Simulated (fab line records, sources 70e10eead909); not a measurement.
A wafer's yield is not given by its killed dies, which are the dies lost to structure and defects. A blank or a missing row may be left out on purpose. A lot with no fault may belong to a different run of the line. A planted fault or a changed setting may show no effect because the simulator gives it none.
Which of the tools did it? / flow nand harc / 12 lots, 36 wafers sampled, at 5 steps of a route of 1302

== WHAT THE GAUGES READ, wafer by wafer ==
NHARC_END_SORT_01. Usual: killed at array 57, standard deviation 18; killed at other 0.8, standard deviation 1; killed at periphery 3.9, standard deviation 2.8; killed dies 62, standard deviation 18; killed open 3.4, standard deviation 1.8; killed short 2.2, standard deviation 1.6.
lot=L723; measured=day 26 03:23; on=prober-01; killed at array=72 57 66; killed at other=0 0 1; killed at periphery=1 3 2; killed dies=73 60 69; killed open=6 6 1; killed short=0 1 3; flag=
lot=L728; measured=day 26 23:14; on=prober-01; killed at array=45 45 40; killed at other=2 1 1; killed at periphery=0 5 2; killed dies=47 51 43; killed open=4 2 3; killed short=0 1 1; flag=
lot=L732; measured=day 29 04:56; on=prober-01; killed at array=16 14 23; killed at other=0 1 1; killed at periphery=1 0 3; killed dies=17 15 27; killed open=5 4 9; killed short=0 4 3; flag=
lot=L734; measured=day 29 15:46; on=prober-02; killed at array=41; killed at other=0; killed at periphery=2; killed dies=43; killed open=3; killed short=2; flag=
lot=L741; measured=day 33 07:40; on=prober-02; killed at array=51 56 58; killed at other=0 2 2; killed at periphery=1 1 5; killed dies=52 59 65; killed open=2 4 2; killed short=2 1 5; flag=
lot=L743; measured=day 34 13:55; on=prober-01; killed at array=71 60 60; killed at other=0 0 1; killed at periphery=4 4 1; killed dies=75 64 62; killed open=4 3 0; killed short=2 1 4; flag=

== TOOL THAT RAN EACH LOT (tool first, then ch and the chambers of the sampled wafers, then the start) ==
lot=L722; NHARC_A_CHANNEL_HOLE_D1_ETCH_33=har etch-01 ch 0,1, day 9 05:20; NHARC_A_CHANNEL_FILL_D1_ALD_03=ald sin batch-02 ch 0, day 10 08:59 or earlier; NHARC_A_CHANNEL_FILL_D1_ETCHBACK_20=rie diel-05 ch 0,1, day 10 08:59; NHARC_A_CHANNEL_FILL_D1_STRIP_29=rie diel-05 ch 0,1, day 11 02:40
lot=L723; NHARC_A_CHANNEL_HOLE_D1_ETCH_33=har etch-01 ch 0,1, day 9 15:19; NHARC_A_CHANNEL_FILL_D1_ALD_03=ald sin batch-01 ch 0, day 10 18:36 or earlier; NHARC_A_CHANNEL_FILL_D1_ETCHBACK_20=rie diel-01 ch 1,3, day 10 18:36; NHARC_A_CHANNEL_FILL_D1_STRIP_29=rie diel-11 ch 0,3, day 26 03:23 or earlier
lot=L725; NHARC_A_CHANNEL_HOLE_D1_ETCH_33=har etch-01 ch 0,1, day 10 13:38; NHARC_A_CHANNEL_FILL_D1_ALD_03=ald sin batch-01 ch 0, day 11 15:51 or earlier; NHARC_A_CHANNEL_FILL_D1_ETCHBACK_20=rie diel-01 ch 1,2,3, day 11 15:51; NHARC_A_CHANNEL_FILL_D1_STRIP_29=rie diel-11 ch 0,1,2, no start
lot=L728; NHARC_A_CHANNEL_HOLE_D1_ETCH_33=har etch-01 ch 0,1, day 11 13:43; NHARC_A_CHANNEL_FILL_D1_ALD_03=ald sin batch-01 ch 0, day 12 16:05 or earlier; NHARC_A_CHANNEL_FILL_D1_ETCHBACK_20=rie diel-05 ch 1,2, day 12 16:05; NHARC_A_CHANNEL_FILL_D1_STRIP_29=rie diel-01 ch 1,2, day 26 23:14 or earlier
lot=L727; NHARC_A_CHANNEL_HOLE_D1_ETCH_33=har etch-02 ch 0,1, day 11 15:14; NHARC_A_CHANNEL_FILL_D1_ALD_03=ald sin batch-01 ch 0, day 12 16:08 or earlier; NHARC_A_CHANNEL_FILL_D1_ETCHBACK_20=rie diel-05 ch 0,3, day 12 16:08; NHARC_A_CHANNEL_FILL_D1_STRIP_29=rie diel-11 ch 0,1,3, no start
lot=L732; NHARC_A_CHANNEL_HOLE_D1_ETCH_33=har etch-01 ch 0,1, day 13 09:50; NHARC_A_CHANNEL_FILL_D1_ALD_03=ald sin batch-03 ch 0, day 14 15:17 or earlier; NHARC_A_CHANNEL_FILL_D1_ETCHBACK_20=rie diel-05 ch 0,2,3, day 14 15:17; NHARC_A_CHANNEL_FILL_D1_STRIP_29=rie diel-11 ch 0,1,3, day 29 04:56 or earlier
lot=L733; NHARC_A_CHANNEL_HOLE_D1_ETCH_33=har etch-02 ch 0,1, day 13 13:25; NHARC_A_CHANNEL_FILL_D1_ALD_03=ald sin batch-01 ch 0, day 14 15:18 or earlier; NHARC_A_CHANNEL_FILL_D1_ETCHBACK_20=rie diel-01 ch 0,1,3, day 14 15:18; NHARC_A_CHANNEL_FILL_D1_STRIP_29=rie diel-01 ch 2,3, no start
lot=L734; NHARC_A_CHANNEL_HOLE_D1_ETCH_33=har etch-01 ch 0,1, day 13 21:35; NHARC_A_CHANNEL_FILL_D1_ALD_03=ald sin batch-02 ch 0, day 15 01:52 or earlier; NHARC_A_CHANNEL_FILL_D1_ETCHBACK_20=rie diel-01 ch 0,1, day 15 01:52; NHARC_A_CHANNEL_FILL_D1_STRIP_29=rie diel-11 ch 2,3, day 29 15:46 or earlier
lot=L741; NHARC_A_CHANNEL_HOLE_D1_ETCH_33=har etch-01 ch 0,1, day 17 06:01; NHARC_A_CHANNEL_FILL_D1_ALD_03=ald sin batch-03 ch 0, day 18 11:40 or earlier; NHARC_A_CHANNEL_FILL_D1_ETCHBACK_20=rie diel-05 ch 0,1,2, day 18 11:40; NHARC_A_CHANNEL_FILL_D1_STRIP_29=rie diel-05 ch 0,3, day 33 07:40 or earlier
lot=L742; NHARC_A_CHANNEL_HOLE_D1_ETCH_33=har etch-01 ch 0,1, day 17 17:56; NHARC_A_CHANNEL_FILL_D1_ALD_03=ald sin batch-01 ch 0, day 19 01:44 or earlier; NHARC_A_CHANNEL_FILL_D1_ETCHBACK_20=rie diel-05 ch 0,1, day 19 01:44; NHARC_A_CHANNEL_FILL_D1_STRIP_29=rie diel-05 ch 0,2, no start
lot=L744; NHARC_A_CHANNEL_HOLE_D1_ETCH_33=har etch-01 ch 0,1, day 18 02:13; NHARC_A_CHANNEL_FILL_D1_ALD_03=ald sin batch-03 ch 0, day 19 01:44 or earlier; NHARC_A_CHANNEL_FILL_D1_ETCHBACK_20=rie diel-01 ch 0,3, day 19 01:44; NHARC_A_CHANNEL_FILL_D1_STRIP_29=rie diel-11 ch 1,2, no start
lot=L743; NHARC_A_CHANNEL_HOLE_D1_ETCH_33=har etch-01 ch 0,1, day 18 06:22; NHARC_A_CHANNEL_FILL_D1_ALD_03=ald sin batch-03 ch 0, day 19 08:49 or earlier; NHARC_A_CHANNEL_FILL_D1_ETCHBACK_20=rie diel-05 ch 0,1, day 19 08:49; NHARC_A_CHANNEL_FILL_D1_STRIP_29=rie diel-05 ch 0,2, day 34 13:55 or earlier
- NHARC_A_CHANNEL_HOLE_D1_ETCH_33: etches the open film in C4F8/O2/Ar, time 90 s, target depth 400 nm.
- NHARC_A_CHANNEL_FILL_D1_ALD_03: deposits SiNx, target thk 6 nm, pulse time 60 s, ald cycles 58.
- NHARC_A_CHANNEL_FILL_D1_ETCHBACK_20: etches the open film in C4F8/O2/Ar, target depth 27 nm, time 13.5 s.
- NHARC_A_CHANNEL_FILL_D1_STRIP_29: strips in O2, time 20 s.

== WHAT THE TOOLS THEMSELVES READ (means of the sampled wafers that have a number; where no wafer has one, the mark that the record gives instead) ==
NHARC_A_CHANNEL_HOLE_D1_ETCH_33. Usual: drypump motor current A 5.71 A, standard deviation 0.15; showerhead plenum p Torr 3.62 Torr, standard deviation 0.1; throttle valve pct 27.619 %, standard deviation 0.0095.
lot=L722; tool=har etch-01; drypump motor current A (A)=5.59; showerhead plenum p Torr (Torr)=3.66; throttle valve pct (%)=27.618; flag=
lot=L723; tool=har etch-01; drypump motor current A (A)=5.59; showerhead plenum p Torr (Torr)=3.62; throttle valve pct (%)=27.619; flag=
lot=L725; tool=har etch-01; drypump motor current A (A)=5.59; showerhead plenum p Torr (Torr)=3.62; throttle valve pct (%)=27.613; flag=
lot=L728; tool=har etch-01; drypump motor current A (A)=5.57; showerhead plenum p Torr (Torr)=3.65; throttle valve pct (%)=27.612; flag=
lot=L727; tool=har etch-02; drypump motor current A (A)=5.88; showerhead plenum p Torr (Torr)=3.69; throttle valve pct (%)=27.606; flag=
lot=L732; tool=har etch-01; drypump motor current A (A)=5.59; showerhead plenum p Torr (Torr)=3.63; throttle valve pct (%)=27.608; flag=
lot=L733; tool=har etch-02; drypump motor current A (A)=5.84; showerhead plenum p Torr (Torr)=3.59; throttle valve pct (%)=27.620; flag=
lot=L734; tool=har etch-01; drypump motor current A (A)=5.59; showerhead plenum p Torr (Torr)=3.63; throttle valve pct (%)=27.608; flag=
lot=L741; tool=har etch-01; drypump motor current A (A)=5.59; showerhead plenum p Torr (Torr)=3.60; throttle valve pct (%)=27.617; flag=
lot=L742; tool=har etch-01; drypump motor current A (A)=5.59; showerhead plenum p Torr (Torr)=3.56; throttle valve pct (%)=27.626; flag=
lot=L744; tool=har etch-01; drypump motor current A (A)=5.58; showerhead plenum p Torr (Torr)=3.56; throttle valve pct (%)=27.628; flag=
lot=L743; tool=har etch-01; drypump motor current A (A)=5.59; showerhead plenum p Torr (Torr)=3.59; throttle valve pct (%)=27.624; flag=

NHARC_A_CHANNEL_FILL_D1_ALD_03. Usual: 1.002 for precursor pulse height rel, sd 0.02.
lot=L722; tool=ald sin batch-02; precursor pulse height rel=0.979; flag=
lot=L723; tool=ald sin batch-01; precursor pulse height rel=0.993; flag=
lot=L725; tool=ald sin batch-01; precursor pulse height rel=1.018; flag=
lot=L728; tool=ald sin batch-01; precursor pulse height rel=0.986; flag=
lot=L727; tool=ald sin batch-01; precursor pulse height rel=1.015; flag=
lot=L732; tool=ald sin batch-03; precursor pulse height rel=1.012; flag=
lot=L733; tool=ald sin batch-01; precursor pulse height rel=0.994; flag=
lot=L734; tool=ald sin batch-02; precursor pulse height rel=1.022; flag=
lot=L741; tool=ald sin batch-03; precursor pulse height rel=1.010; flag=
lot=L742; tool=ald sin batch-01; precursor pulse height rel=1.010; flag=
lot=L744; tool=ald sin batch-03; precursor pulse height rel=1.003; flag=
lot=L743; tool=ald sin batch-03; precursor pulse height rel=1.000; flag=

NHARC_A_CHANNEL_FILL_D1_ETCHBACK_20. Usual: oes product au 0.98 a.u., standard deviation 0.036; rf fwd power W 587.9 W, standard deviation 2.8; rf vpp V 979 V, standard deviation 6.1.
lot=L722; tool=rie diel-05; oes product au (a.u.)=0.94; rf fwd power W (W)=585.1; rf vpp V (V)=978; flag=
lot=L723; tool=rie diel-01; oes product au (a.u.)=1.00; rf fwd power W (W)=592.0; rf vpp V (V)=975; flag=
lot=L725; tool=rie diel-01; oes product au (a.u.)=1.00; rf fwd power W (W)=589.4; rf vpp V (V)=979; flag=
lot=L728; tool=rie diel-05; oes product au (a.u.)=1.01; rf fwd power W (W)=589.6; rf vpp V (V)=976; flag=
lot=L727; tool=rie diel-05; oes product au (a.u.)=1.01; rf fwd power W (W)=587.5; rf vpp V (V)=981; flag=
lot=L732; tool=rie diel-05; oes product au (a.u.)=1.01; rf fwd power W (W)=588.1; rf vpp V (V)=980; flag=
lot=L733; tool=rie diel-01; oes product au (a.u.)=1.26; rf fwd power W (W)=827.3; rf vpp V (V)=974; flag=OFF
lot=L734; tool=rie diel-01; oes product au (a.u.)=1.24; rf fwd power W (W)=825.4; rf vpp V (V)=974; flag=OFF
lot=L741; tool=rie diel-05; oes product au (a.u.)=1.00; rf fwd power W (W)=584.6; rf vpp V (V)=977; flag=
lot=L742; tool=rie diel-05; oes product au (a.u.)=1.01; rf fwd power W (W)=583.9; rf vpp V (V)=978; flag=
lot=L744; tool=rie diel-01; oes product au (a.u.)=1.00; rf fwd power W (W)=590.1; rf vpp V (V)=972; flag=
lot=L743; tool=rie diel-05; oes product au (a.u.)=0.93; rf fwd power W (W)=585.5; rf vpp V (V)=978; flag=

NHARC_A_CHANNEL_FILL_D1_STRIP_29. Usual: drypump motor current A 5.6 A, standard deviation 0.57; oes product au 1.007 a.u., standard deviation 0.011; rf vpp V 57.7 V, standard deviation 0.86; showerhead plenum p Torr 3.54 Torr, standard deviation 0.16; throttle valve pct 17.036 %, standard deviation 0.0091.
lot=L722; tool=rie diel-05; drypump motor current A (A)=6.0; oes product au (a.u.)=1.021; rf vpp V (V)=57.7; showerhead plenum p Torr (Torr)=3.53; throttle valve pct (%)=17.046; flag=
lot=L723; tool=rie diel-11; drypump motor current A (A)=5.7; oes product au (a.u.)=1.005; rf vpp V (V)=58.0; showerhead plenum p Torr (Torr)=3.41; throttle valve pct (%)=17.048; flag=
lot=L725; tool=rie diel-11; drypump motor current A (A)=5.1; oes product au (a.u.)=1.003; rf vpp V (V)=57.9; showerhead plenum p Torr (Torr)=3.62; throttle valve pct (%)=17.036; flag=
lot=L728; tool=rie diel-01; drypump motor current A (A)=5.7; oes product au (a.u.)=1.005; rf vpp V (V)=57.2; showerhead plenum p Torr (Torr)=3.57; throttle valve pct (%)=17.030; flag=
lot=L727; tool=rie diel-11; drypump motor current A (A)=5.4; oes product au (a.u.)=1.015; rf vpp V (V)=57.9; showerhead plenum p Torr (Torr)=3.56; throttle valve pct (%)=17.035; flag=
lot=L732; tool=rie diel-11; drypump motor current A (A)=5.4; oes product au (a.u.)=1.020; rf vpp V (V)=58.6; showerhead plenum p Torr (Torr)=3.56; throttle valve pct (%)=17.036; flag=
lot=L733; tool=rie diel-01; drypump motor current A (A)=5.7; oes product au (a.u.)=1.002; rf vpp V (V)=57.9; showerhead plenum p Torr (Torr)=3.54; throttle valve pct (%)=17.034; flag=
lot=L734; tool=rie diel-11; drypump motor current A (A)=5.7; oes product au (a.u.)=1.011; rf vpp V (V)=57.6; showerhead plenum p Torr (Torr)=3.43; throttle valve pct (%)=17.040; flag=
lot=L741; tool=rie diel-05; drypump motor current A (A)=6.2; oes product au (a.u.)=1.004; rf vpp V (V)=57.6; showerhead plenum p Torr (Torr)=3.60; throttle valve pct (%)=17.029; flag=
lot=L742; tool=rie diel-05; drypump motor current A (A)=5.9; oes product au (a.u.)=1.006; rf vpp V (V)=57.1; showerhead plenum p Torr (Torr)=3.49; throttle valve pct (%)=17.027; flag=
lot=L744; tool=rie diel-11; drypump motor current A (A)=5.4; oes product au (a.u.)=0.984; rf vpp V (V)=58.1; showerhead plenum p Torr (Torr)=3.58; throttle valve pct (%)=17.031; flag=
lot=L743; tool=rie diel-05; drypump motor current A (A)=5.7; oes product au (a.u.)=1.005; rf vpp V (V)=57.2; showerhead plenum p Torr (Torr)=3.46; throttle valve pct (%)=17.028; flag=

== THE ANSWER, worked out from the rows above alone ==
Rule: lot off if the mean of its wafers having a number is beyond 3 standard deviations from the usual mean. A lot without any number at a reading at which 4 lots or more have one is off too. The other lots that the step has rows for count as sound. After the gauges, taken in route order, come the tools' own readings; for these a lot's mean is taken, as printed above. The first step at which some lot is off is used, and at that step the reading that is off furthest; a lot without a number counts as furthest.
Off, at NHARC_A_CHANNEL_FILL_D1_ETCHBACK_20 on rf fwd power W: L733, L734.
A tool fits if, at that step or a process step before it, it ran every lot that is off, and no sound lot after the first of them. Because NHARC_A_CHANNEL_FILL_D1_ALD_03 lacks a start for some lots, the hours and order of its lots are taken from NHARC_A_CHANNEL_FILL_D1_ETCHBACK_20. No candidate that was tried fits.

== WHAT THE SIMULATOR PUT IN ==
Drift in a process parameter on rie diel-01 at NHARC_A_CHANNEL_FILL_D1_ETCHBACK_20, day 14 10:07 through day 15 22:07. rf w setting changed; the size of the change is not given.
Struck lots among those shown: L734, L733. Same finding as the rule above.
